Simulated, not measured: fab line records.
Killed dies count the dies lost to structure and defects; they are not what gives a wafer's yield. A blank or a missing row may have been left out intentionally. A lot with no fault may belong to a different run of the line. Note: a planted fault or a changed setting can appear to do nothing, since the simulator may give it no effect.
Which tool did it? -- flow nand harc -- 12 lots, 36 wafers sampled, at 5 steps of a route of 1302

WHAT THE GAUGES SHOWED, per wafer
NHARC_END_SORT_01. Usual: killed at array 57, standard deviation 19; killed at other 0.9, standard deviation 1.1; killed at periphery 4.0, standard deviation 2.6; killed dies 62, standard deviation 19; killed open 3.3, standard deviation 1.8; killed short 2.4, standard deviation 1.7.
lot,measured,on,killed at array,killed at other,killed at periphery,killed dies,killed open,killed short,flag
L283,day 25 23:07,prober-01,64 58 46,0 2 0,6 5 5,70 65 51,5 1 3,1 7 4,
L289,day 28 11:38,prober-02,677 70 675,0 2 0,0 3 2,677 75 677,4 5 5,1 4 2,OFF

TOOL THAT RAN EACH LOT (tool first, then ch and the chambers of the sampled wafers, then the start)
lot,NHARC_A_STAIRCASE_ETCH_19,NHARC_A_STAIRCASE_TRIM_22,NHARC_A_STAIRCASE_ETCH_23,NHARC_A_STAIRCASE_TRIM_24
L279,"rie diel-04 ch 1,3, day 15 15:42 or earlier","rie diel-07 ch 1,2,3, day 15 15:42 or earlier","rie diel-07 ch 0,2, day 15 15:42 or earlier","rie diel-07 ch 1,2, day 15 15:42"
L280,"rie diel-08 ch 0,1,2, day 15 19:09 or earlier","rie diel-07 ch 1,2, day 15 19:09 or earlier","rie diel-07 ch 0,1,2, day 15 19:09 or earlier","rie diel-07 ch 1,3, day 15 19:09"
L282,"rie diel-04 ch 1,2,3, day 16 22:43 or earlier","rie diel-07 ch 0,1,3, day 16 22:43 or earlier","rie diel-07 ch 2,3, day 16 22:43 or earlier","rie diel-07 ch 0,2,3, day 16 22:43"
L283,"rie diel-07 ch 0,1,3, day 17 10:49 or earlier","rie diel-07 ch 0,1,2, day 17 10:49 or earlier","rie diel-07 ch 1,2, day 17 10:49 or earlier","rie diel-07 ch 1,2, day 17 10:49"
L284,"rie diel-08 ch 0,2,3, day 17 12:31 or earlier","rie diel-04 ch 0,2,3, day 17 12:31 or earlier","rie diel-04 ch 1,2,3, day 17 12:31 or earlier","rie diel-04 ch 1,2,3, day 17 12:31"
L289,"rie diel-07 ch 1,3, day 20 00:34 or earlier","rie diel-04 ch 0,1, day 20 00:34 or earlier","rie diel-04 ch 1,2,3, day 20 00:34 or earlier","rie diel-04 ch 0,1, day 20 00:34"
L297,"rie diel-08 ch 0,2,3, day 22 17:10 or earlier","rie diel-04 ch 1,2,3, day 22 17:10 or earlier","rie diel-04 ch 0,1, day 22 17:10 or earlier","rie diel-04 ch 0,2,3, day 22 17:10"
L296,"rie diel-07 ch 1,2,3, day 22 17:30 or earlier","rie diel-08 ch 0,2,3, day 22 17:30 or earlier","rie diel-08 ch 1,2, day 22 17:30 or earlier","rie diel-08 ch 0,1,2, day 22 17:30"
L298,"rie diel-07 ch 2,3, day 23 15:40 or earlier","rie diel-07 ch 1,2, day 23 15:40 or earlier","rie diel-07 ch 2,3, day 23 15:40 or earlier","rie diel-07 ch 0,1,3, day 23 15:40"
L299,"rie diel-04 ch 1,3, day 24 05:26 or earlier","rie diel-08 ch 0,1,2, day 24 05:26 or earlier","rie diel-08 ch 1,2, day 24 05:26 or earlier","rie diel-08 ch 2,3, day 24 05:26"
L300,"rie diel-08 ch 1,2, day 24 13:03 or earlier","rie diel-07 ch 0,2, day 24 13:03 or earlier","rie diel-07 ch 0,2,3, day 24 13:03 or earlier","rie diel-07 ch 1,3, day 24 13:03"
L302,"rie diel-07 ch 0,3, day 25 13:54 or earlier","rie diel-04 ch 1,3, day 25 13:54 or earlier","rie diel-04 ch 0,3, day 25 13:54 or earlier","rie diel-04 ch 1,3, day 25 13:54"
- NHARC_A_STAIRCASE_ETCH_19: etches the open film in C4F8/O2, target depth 100 nm, time 40.5 s.
- NHARC_A_STAIRCASE_TRIM_22: chemistry O2, time 211.2 s.
- NHARC_A_STAIRCASE_ETCH_23: etches the open film in C4F8/O2, target depth 100 nm, time 40.5 s.
- NHARC_A_STAIRCASE_TRIM_24: chemistry O2, time 211.2 s.

AS READ BY THE TOOLS THEMSELVES (means over the sampled wafers that have a number; for cases with no such wafer, the mark the record gives instead)
NHARC_A_STAIRCASE_ETCH_19. Usual: oes product au 0.940 a.u., standard deviation 0.01; rf vpp V 897 V, standard deviation 5.3.
lot,tool,oes product au (a.u.),rf vpp V (V),flag
L279,rie diel-04,0.960,896,
L280,rie diel-08,0.946,900,
L282,rie diel-04,0.940,893,
L283,rie diel-07,0.943,894,
L284,rie diel-08,0.940,900,
L289,rie diel-07,0.941,896,
L297,rie diel-08,0.942,899,
L296,rie diel-07,0.929,898,
L298,rie diel-07,0.942,900,
L299,rie diel-04,0.945,894,
L300,rie diel-08,0.931,901,
L302,rie diel-07,0.925,896,

NHARC_A_STAIRCASE_TRIM_22. Usual: drypump motor current A 5.9 A, standard deviation 0.43; oes product au 0.998 a.u., standard deviation 0.01; rf vpp V 58.0 V, standard deviation 0.84; showerhead plenum p Torr 3.56 Torr, standard deviation 0.14; throttle valve pct 17.037 %, standard deviation 0.0086.
lot,tool,drypump motor current A (A),oes product au (a.u.),rf vpp V (V),showerhead plenum p Torr (Torr),throttle valve pct (%),flag
L279,rie diel-07,5.7,0.990,57.7,3.61,17.036,
L280,rie diel-07,6.1,0.993,59.6,3.61,17.037,
L282,rie diel-07,5.8,0.989,58.3,3.51,17.042,
L283,rie diel-07,6.1,0.989,57.6,3.51,17.039,
L284,rie diel-04,6.0,0.991,58.5,3.56,17.032,
L289,rie diel-04,6.1,0.998,58.3,3.69,17.034,
L297,rie diel-04,5.9,1.003,57.9,3.44,17.040,
L296,rie diel-08,5.9,1.004,58.2,3.61,17.038,
L298,rie diel-07,6.1,0.994,58.0,3.58,17.042,
L299,rie diel-08,5.9,1.000,58.3,3.60,17.044,
L300,rie diel-07,6.2,0.998,57.7,3.55,17.040,
L302,rie diel-04,6.0,1.003,57.9,3.48,17.040,

NHARC_A_STAIRCASE_ETCH_23. Usual: oes product au 0.946 a.u., standard deviation 0.012; rf vpp V 897 V, standard deviation 5.1.
lot,tool,oes product au (a.u.),rf vpp V (V),flag
L279,rie diel-07,0.937,895,
L280,rie diel-07,0.928,895,
L282,rie diel-07,0.941,901,
L283,rie diel-07,0.934,896,
L284,rie diel-04,0.958,894,
L289,rie diel-04,0.959,893,
L297,rie diel-04,0.955,898,
L296,rie diel-08,0.974,898,
L298,rie diel-07,0.931,900,
L299,rie diel-08,0.944,901,
L300,rie diel-07,0.951,896,
L302,rie diel-04,0.962,898,

NHARC_A_STAIRCASE_TRIM_24. Usual: drypump motor current A 5.9 A, standard deviation 0.41; oes product au 0.997 a.u., standard deviation 0.011; rf vpp V 58.0 V, standard deviation 0.88; showerhead plenum p Torr 3.56 Torr, standard deviation 0.14; throttle valve pct 17.036 %, standard deviation 0.0088.
lot,tool,drypump motor current A (A),oes product au (a.u.),rf vpp V (V),showerhead plenum p Torr (Torr),throttle valve pct (%),flag
L279,rie diel-07,6.0,0.983,57.8,3.56,17.035,
L280,rie diel-07,5.6,0.992,58.4,3.55,17.039,
L282,rie diel-07,5.8,0.999,57.2,3.57,17.032,
L283,rie diel-07,6.1,0.978,58.0,3.60,17.037,
L284,rie diel-04,5.9,0.993,57.4,3.46,17.034,
L289,rie diel-04,6.1,0.858,58.7,3.69,17.032,OFF
L297,rie diel-04,6.0,0.999,58.7,3.54,17.032,
L296,rie diel-08,5.9,1.006,58.3,3.61,17.037,
L298,rie diel-07,5.7,0.996,57.7,3.48,17.034,
L299,rie diel-08,5.7,0.999,59.1,3.60,17.041,
L300,rie diel-07,5.6,0.993,57.7,3.51,17.034,
L302,rie diel-04,6.1,1.003,57.8,3.50,17.037,

THE ANSWER, worked out from the rows above alone
Rule: a lot is off if the mean of its wafers that have a number lies more than 3 standard deviations from the usual mean. Also off: a lot with no number at a reading for which 4 or more lots have one. Where the step has rows for the other lots, those lots are counted as sound. After the gauges, taken in route order, come the tools' own readings; for these a lot's mean is taken, as printed above. At the first step where some lot is off, the reading lying furthest off is the one used; lots without a number count as furthest.
Off at NHARC_END_SORT_01 (killed at array): L289. Neither off nor sound, because the step has no rows for them: L279, L280, L282, L284, L297, L296, L298, L299, L300, L302.
A tool fits if, at a process step before that reading, it ran every lot that is off, and no sound lot after the first of them. The gauges at NHARC_END_SORT_01 aren't tried: what is off there is off at NHARC_A_STAIRCASE_TRIM_24 too, on other tools, and a gauge's error can't cause that. With no start given for some of its lots, NHARC_A_STAIRCASE_ETCH_19 uses the hours and lot order of NHARC_A_STAIRCASE_TRIM_24. With no start given for some of its lots, NHARC_A_STAIRCASE_TRIM_22 uses the hours and lot order of NHARC_A_STAIRCASE_TRIM_24. With no start given for some of its lots, NHARC_A_STAIRCASE_ETCH_23 uses the hours and lot order of NHARC_A_STAIRCASE_TRIM_24. Can't be told from this: 2 tools fit, rie diel-07 at NHARC_A_STAIRCASE_ETCH_19, rie diel-04 at NHARC_A_STAIRCASE_TRIM_22 and NHARC_A_STAIRCASE_ETCH_23 and NHARC_A_STAIRCASE_TRIM_24.

WHAT THE SIMULATOR HAD PUT IN
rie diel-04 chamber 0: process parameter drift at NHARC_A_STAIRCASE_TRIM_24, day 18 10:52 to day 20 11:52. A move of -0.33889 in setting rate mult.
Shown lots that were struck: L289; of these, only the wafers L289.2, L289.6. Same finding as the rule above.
